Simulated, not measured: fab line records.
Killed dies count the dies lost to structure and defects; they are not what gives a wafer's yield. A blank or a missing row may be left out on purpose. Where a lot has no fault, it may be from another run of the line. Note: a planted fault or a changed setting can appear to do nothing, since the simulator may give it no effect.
Matching of chambers || flow n5-finfet || N5_FIN_SAQP_DESCUM_21 on rie-diel-03 has 4 sister chambers
The step chemistry O2, time 7.9 s. 4 wafers are shown with their chamber, then 8 later ones without.

## WAFERS WITH THEIR CHAMBER
{"wafer": "L084.2", "chamber": 0, "showerhead-plenum-p-Torr (Torr)": 2.19}
{"wafer": "L085.1", "chamber": 2, "showerhead-plenum-p-Torr (Torr)": 2.01}
{"wafer": "L085.3", "chamber": 3, "showerhead-plenum-p-Torr (Torr)": 2.14}
{"wafer": "L092.2", "chamber": 1, "showerhead-plenum-p-Torr (Torr)": 2.22}

## WAFERS WHOSE CHAMBER IS MISSING
{"wafer": "L092.4", "showerhead-plenum-p-Torr (Torr)": 2.18}
{"wafer": "L092.5", "showerhead-plenum-p-Torr (Torr)": 2.13}
{"wafer": "L094.2", "showerhead-plenum-p-Torr (Torr)": 2.22}
{"wafer": "L094.4", "showerhead-plenum-p-Torr (Torr)": 2.13}
{"wafer": "L094.6", "showerhead-plenum-p-Torr (Torr)": 2.18}
{"wafer": "L096.2", "showerhead-plenum-p-Torr (Torr)": 2.22}
{"wafer": "L096.4", "showerhead-plenum-p-Torr (Torr)": 2.00}
{"wafer": "L096.6", "showerhead-plenum-p-Torr (Torr)": 2.22}

## WHICH CHAMBER EACH WENT THROUGH
{"wafer": "L092.4", "from the rows above": 0, "in truth": 0}
{"wafer": "L092.5", "from the rows above": 3, "in truth": 3}
{"wafer": "L094.2", "from the rows above": 1, "in truth": 1}
{"wafer": "L094.4", "from the rows above": 3, "in truth": 3}
{"wafer": "L094.6", "from the rows above": 0, "in truth": 0}
{"wafer": "L096.2", "from the rows above": 1, "in truth": 1}
{"wafer": "L096.4", "from the rows above": 2, "in truth": 2}
{"wafer": "L096.6", "from the rows above": 1, "in truth": 1}
Correct placement for 8 of the 8. Number that these rows cannot place: 0. Placed wrongly: 0.
How it was worked out, from the rows above alone: a wafer's distance from a chamber is the root of the sum, over the readings, of the square of ((its reading less the chamber's mean) divided by the reading's scatter). The wafer belongs to the nearest chamber; if the next one is less than 2 further off, it can't be placed. A chamber's mean is the mean of its shown wafers. The scatter (one wafer shown for each chamber): square how far every hidden wafer sits from the nearest shown wafer, average those squares and take the square root.
